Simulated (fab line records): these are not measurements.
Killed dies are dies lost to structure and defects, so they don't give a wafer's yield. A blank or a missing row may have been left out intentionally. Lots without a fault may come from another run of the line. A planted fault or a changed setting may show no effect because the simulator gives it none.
Which tool is to blame?	flow n5Finfet	Sampling: 10 lots, 30 wafers, 4 of 1938 route steps

## WHAT THE GAUGES SHOWED, per wafer
N5_BEOL_M10_CD_MEAS_28: the cd target is 70 nm.
lot	measured	on	cdNm (nm)
L372	day 10 00:22	cdSem-03	71.4 70.4 70.8
L377	day 11 15:27	cdSem-03	70.3 70.8 70.3
L383	day 12 18:50	cdSem-01	73.6 74.5 75.0
L384	day 13 08:25	cdSem-03	75.0 75.1 74.0
L385	day 13 11:55	cdSem-03	70.8 70.7 70.0
L387	day 13 15:32	cdSem-03	70.3 69.0 71.7
L386	day 13 20:15	cdSem-03	70.5 68.6 70.3
L388	day 14 06:00	cdSem-01	70.3 69.9 69.6
L390	day 14 15:18	cdSem-03	70.3 69.8 69.5
L394	day 16 09:23	cdSem-01	70.9 72.2 70.4

N5_BEOL_M10_INSPECT_30: inspects for defects (brightfield).
lot	measured	on	rawDefectCount
L372	day 10 00:25	defectInspect-02	457 409 374
L377	day 11 15:31	defectInspect-01	259 532 486
L383	day 12 18:54	defectInspect-01	506 281 399
L384	day 13 08:28	defectInspect-02	545 516 580
L385	day 13 11:59	defectInspect-01	475 454 368
L387	day 13 15:35	defectInspect-01	302 326 382
L386	day 13 20:18	defectInspect-02	438 430 431
L388	day 14 06:03	defectInspect-02	487 560 356
L390	day 14 15:22	defectInspect-02	430 437 288
L394	day 16 09:26	defectInspect-02	438 589 509

## TOOL THAT RAN EACH LOT (tool first, then ch and the chambers of the sampled wafers, then the start)
lot	N5_BEOL_M10_STRIP_67	N5_BEOL_M10_EXPOSE_25
L372	rieDiel-01 ch 0,1,3, day 9 20:31	arfiScanner-03 ch 0, day 10 00:14
L377	rieDiel-05 ch 1,2,3, day 11 14:49	arfiScanner-02 ch 0, day 11 15:19
L383	rieDiel-06 ch 0,1,3, day 12 16:23	arfiScanner-02 ch 0, day 12 18:43
L384	rieDiel-05 ch 0,3, day 13 07:15	arfiScanner-02 ch 0, day 13 08:17
L385	rieDiel-01 ch 1,2,3, day 13 11:17	arfiScanner-03 ch 0, day 13 11:48
L387	rieDiel-01 ch 0,3, day 13 15:01	arfiScanner-03 ch 0, day 13 15:24
L386	rieDiel-01 ch 1,2, day 13 17:13	arfiScanner-03 ch 0, day 13 20:07
L388	rieDiel-05 ch 1,2, day 14 03:11	arfiScanner-01 ch 0, day 14 05:52
L390	rieDiel-06 ch 0,2,3, day 14 13:04	arfiScanner-03 ch 0, day 14 15:10
L394	rieDiel-06 ch 0,1, day 16 06:43	arfiScanner-03 ch 0, day 16 09:15
- N5_BEOL_M10_STRIP_67: strips in CF4.
- N5_BEOL_M10_EXPOSE_25: exposes mask V9.

## AS READ BY THE TOOLS THEMSELVES (means over the sampled wafers that have a number; for cases with no such wafer, the mark the record gives instead)
N5_BEOL_M10_STRIP_67.
lot	tool	drypumpMotorCurrentA (A)	oesProductAu (a.u.)	rfVppV (V)	showerheadPlenumPTorr (Torr)	throttleValvePct (%)
L372	rieDiel-01	5.6	0.74	271.5	1.79	13.66
L377	rieDiel-05	5.7	0.85	272.1	1.86	13.49
L383	rieDiel-06	5.8	0.79	271.6	1.83	13.63
L384	rieDiel-05	5.2	0.71	269.4	1.73	13.82
L385	rieDiel-01	5.9	0.85	271.2	1.79	13.46
L387	rieDiel-01	5.4	0.88	270.8	1.77	13.26
L386	rieDiel-01	6.3	0.83	271.3	1.81	13.47
L388	rieDiel-05	6.2	0.87	273.4	1.90	13.50
L390	rieDiel-06	5.8	0.81	273.3	1.87	13.57
L394	rieDiel-06	5.8	0.80	271.2	1.79	13.61

N5_BEOL_M10_EXPOSE_25.
lot	tool	exposureDoseMJCm2	focusOffsetNm (nm)
L372	arfiScanner-03	85.52	-0.8
L377	arfiScanner-02	85.46	0.2
L383	arfiScanner-02	90.94	0.0
L384	arfiScanner-02	89.76	0.3
L385	arfiScanner-03	85.50	0.3
L387	arfiScanner-03	85.53	-0.2
L386	arfiScanner-03	85.51	0.3
L388	arfiScanner-01	85.42	0.5
L390	arfiScanner-03	85.51	-0.4
L394	arfiScanner-03	85.33	-0.6

## THE ANSWER, worked out from the rows above alone
Rule: the lots themselves supply what counts as usual. The widest of any qualifying gaps counts: lots, ordered by their means at a reading, are off when they make up no more than a third of the lots, leave a main group of 4 or more, and stand apart from it by 3 or more times the standard deviation of that group's means. A main group whose means are all the same, to the digits that the tables above print for the reading, isn't used. A lot without any number at a reading at which 4 lots or more have one is off too. Where the step has rows for the other lots, those lots are counted as sound. Order of review: gauges by route order, followed by the tools' own readings, for which a lot's mean as printed above is used. At the first step where some lot is off, the reading lying furthest off is the one used; lots without a number count as furthest.
Off, at N5_BEOL_M10_CD_MEAS_28 on cdNm: L383, L384. Main group: mean 70.4 nm, sd 0.46.
A tool fits if, at a process step before that reading, it ran every lot that is off, and no sound lot after the first of them. Not tried: the gauges at N5_BEOL_M10_CD_MEAS_28; whatever is off there is also off at N5_BEOL_M10_EXPOSE_25, on other tools, and gauge error can't account for it. One fits: arfiScanner-02 at N5_BEOL_M10_EXPOSE_25. A fault onset in the window from L377 (day 11 15:19, its last sound lot) to L383 (day 12 18:43, its first lot off) fits.
The tool's own readings at N5_BEOL_M10_EXPOSE_25 bear it out: on the lots that are off they differ by more than 5 times the standard deviation of the sound lots' means. exposureDoseMJCm2 reads 90.35 there against 85.47 on the sound lots.

## WHAT WAS PUT IN BY THE SIMULATOR
Drift in process parameters on arfiScanner-02 at N5_BEOL_M10_EXPOSE_25, starting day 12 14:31. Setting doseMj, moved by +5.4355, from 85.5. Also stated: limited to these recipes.
Struck lots among those shown: L383, L384. This agrees with what the rule above found.
